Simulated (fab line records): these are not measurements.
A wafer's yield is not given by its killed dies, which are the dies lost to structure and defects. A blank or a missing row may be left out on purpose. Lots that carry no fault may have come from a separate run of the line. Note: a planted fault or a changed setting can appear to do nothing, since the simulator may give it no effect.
Comparing a struck lot with a sound one :: flow n5-finfet :: 44 steps out of a route of 1938
Sound: the wafers L875.1, L875.2, L875.6. Struck: wafer L877.6 (left out: L877.1, L877.3 of the same lot, which were not struck); the cause appears at the end.
Order at every step that has rows: each side's tool, ch and its chambers, its first start. Under that, the readings that differ: sound wafers :: struck wafers :: difference of the means :: sigmas: that difference in standard deviations of wafers without a fault.
alike: readings with means less than 2 such deviations apart, plus words and numbers identical on both sides. not compared: withheld readings, readings lacking a value on some wafer, bounds such as >300 that could conceal the same value, and numbers that have no deviation in the record and whose values overlap.
Wherever a step has rows on one side only, a row that says differs or no value, or a row with sigmas, the two part there. Numbers that have no deviation but don't overlap get no sigmas and don't part them. A reading missing from all wafers of one side parts the sides only when that side holds two or more wafers.

first, 3 steps without rows for these wafers: N5_BEOL_M3_ANNEAL_95 (time 240 s); N5_BEOL_M3_SPUTTER_96 (material Cu, target thk 4.5 nm, time 8.29 s); N5_BEOL_M3_ECD_50 (material Cu, target thk 300 nm).
N5_BEOL_M3_ANNEAL_51: time 90 s.
  sound on rtp-anneal-01 ch 0, day 10 01:55; struck on rtp-anneal-01 ch 0, day 10 05:16
  alike: wafer_temp_C_max
then, 1 step without rows for these wafers: N5_BEOL_M3_CMP_52 (polishes, stops on SiOC, t overpolish 6.8 s, target thk 40 nm).
N5_BEOL_M3_THK_MEAS_53: measures by xrf.
  sound on film-metro-01, day 10 02:31; struck on film-metro-02, day 10 05:52
  alike: M3_THK
N5_BEOL_M3_PRE_CLEAN_60: time 15 s.
  sound on cvd-co-01 ch 0,1,2, day 10 02:32; struck on cvd-co-01 ch 0, day 10 05:53
  alike: heater-power-w
then, 3 steps without rows for these wafers: N5_BEOL_M3_CO_CAP_55 (material Co, precursor CCTBA/H2, target thk 2 nm, time 102.1 s); N5_BEOL_M3_PRE_CLEAN_56 (time 15 s); N5_BEOL_M3_DEP_57 (deposits SiCN from 3MS/NH3, target thk 8 nm, time 14 s).
N5_BEOL_M3_RS_MEAS_58: measures by four-point-probe.
  sound on film-metro-02, day 10 02:48; struck on film-metro-02, day 10 06:07
  alike: M3_RS
N5_BEOL_M3_INSPECT_59: inspects for defects (darkfield).
  sound on defect-inspect-02, day 10 02:49; struck on defect-inspect-01, day 10 06:08
  alike: raw-defect-count
N5_BEOL_M4_ILD_DEP_00: deposits SiOC from DEMS/O2, target thk 79 nm, time 15.3 s.
  sound on pecvd-03 ch 0,1, day 10 02:52; struck on pecvd-01 ch 0, day 10 06:11
reading: model.SiOC_of_BEOL_M4_ILD_DEP_00.thk-nm (nm)
sound: 80.4 79.6 81
struck: 39.2
difference: -41.1
sigmas: 
  alike: heater-power-w, showerhead-plenum-p-Torr, throttle-valve-pct
N5_BEOL_M4_THK_MEAS_01:
  sound on film-metro-01, day 10 02:56; struck on film-metro-02, day 10 06:15
reading: M4_ILD_THK (nm)
sound: 80.4 79.7 80.9
struck: 39.1
difference: -41.2
sigmas: -37
N5_BEOL_M4_PECVD_72: deposits SiO2 from TEOS/O2, target thk 16 nm, time 18 s.
  sound on pecvd-03 ch 0,1, day 10 02:59; struck on pecvd-04 ch 0, day 10 06:17
  alike: heater-power-w, showerhead-plenum-p-Torr, throttle-valve-pct
N5_BEOL_M4_HM_DEP_02: deposits TiN, target thk 20 nm.
  sound on pvd-sputter-02, day 10 03:17; struck on pvd-sputter-03, day 10 06:22
reading: throttle-valve-pct (%)
sound: 29.2 29.1 29.1
struck: 31.7
difference: +2.6
sigmas: +3
then, 9 steps without rows for these wafers: N5_BEOL_M4_COAT_61 (time 60 s, resist thk 60 nm); N5_BEOL_M4_COAT_62 (time 60 s, resist thk 12 nm); N5_BEOL_M4_COAT_73 (time 60 s, resist thk 5 nm); N5_BEOL_M4_COAT_05 (resist thk 30 nm); N5_BEOL_M4_EBR_07; N5_BEOL_M4_SOFTBAKE_06 (time 60 s); N5_BEOL_M4_EXPOSE_08 (exposes mask M4); N5_BEOL_M4_PEB_09 (peb time 60 s); N5_BEOL_M4_DEVELOP_10 (develop time 30 s).
N5_BEOL_M4_CD_MEAS_11: the cd target is 16.79 nm.
  sound on cd-sem-03 ch 0, day 10 03:48; struck on cd-sem-01 ch 0, day 10 06:53
  alike: cd-nm
N5_BEOL_M4_OVL_MEAS_12:
  sound on overlay-01 ch 0, day 10 03:50; struck on overlay-01 ch 0, day 10 06:55
  alike: M4_OVL
N5_BEOL_M4_INSPECT_13: inspects for defects (brightfield).
  sound on defect-inspect-01, day 10 03:53; struck on defect-inspect-01, day 10 06:58
  alike: raw-defect-count
then, 3 steps without rows for these wafers: N5_BEOL_M4_DESCUM_16 (chemistry O2, time 7 s); N5_BEOL_M4_ETCH_74 (etches underlayer in N2/H2, target depth 6.5 nm, time 5.2 s); N5_BEOL_M4_ETCH_63 (etches SiARC in CF4, target depth 15.6 nm, time 26 s).
N5_BEOL_M4_ETCH_64: etches SOC in N2/H2, target depth 75 nm, overetch 22.5 nm, time 121.9 s.
  sound on rie-diel-03 ch 2,3, day 10 04:00; struck on rie-diel-05 ch 1, day 10 07:10
  alike: drypump-motor-current-A, oes-product-au, rf-vpp-V, showerhead-plenum-p-Torr, throttle-valve-pct
  not compared: rf-hours-counter-h
then, 5 steps without rows for these wafers: N5_BEOL_M4_STRIP_65 (strips in N2/H2); N5_BEOL_M4_STRIP_75 (strips in N2/H2); N5_BEOL_M4_STRIP_66 (strips in CF4); N5_BEOL_M4_HM_OPEN_17 (chemistry Cl2/BCl3, target TiN, target depth 20 nm, overetch 6 nm); N5_BEOL_M4_STRIP_19 (strips in O2).
N5_BEOL_M4_CD_MEAS_18: pitch 36 nm, target cd 18 nm.
  sound on cd-sem-03, day 10 04:22; struck on cd-sem-01, day 10 07:43
  alike: cd-nm
then, 4 steps without rows for these wafers: N5_BEOL_M4_COAT_67 (time 60 s, resist thk 60 nm); N5_BEOL_M4_COAT_68 (time 60 s, resist thk 12 nm); N5_BEOL_M4_COAT_76 (time 60 s, resist thk 5 nm); N5_BEOL_M4_COAT_22 (resist thk 30 nm).
N5_BEOL_M4_CMP_52: polishes, stops on SiOC, t overpolish 6.8 s, target thk 40 nm.
  sound on cmp-01 ch 1,2,3, day 10 09:02; struck on cmp-01 ch 1, day 10 12:59
reading: model.SiOC_of_BEOL_M4_ILD_DEP_00.thk-nm (nm)
sound: 77.4 76.6 78
struck: 36.2
difference: -41.1
sigmas: 
  alike: clearing-platen-down-force-psi, motor-current-A
N5_BEOL_M4_RC_MEAS_101:
  the record has rows for the sound wafers here (prober-01 ch 0, day 10 09:34) and none for the struck ones

== WHERE THEY PART ==
At N5_BEOL_M4_THK_MEAS_01 first; at N5_BEOL_M4_RC_MEAS_101 last (within this record only).

WHY: the cause the simulator had injected
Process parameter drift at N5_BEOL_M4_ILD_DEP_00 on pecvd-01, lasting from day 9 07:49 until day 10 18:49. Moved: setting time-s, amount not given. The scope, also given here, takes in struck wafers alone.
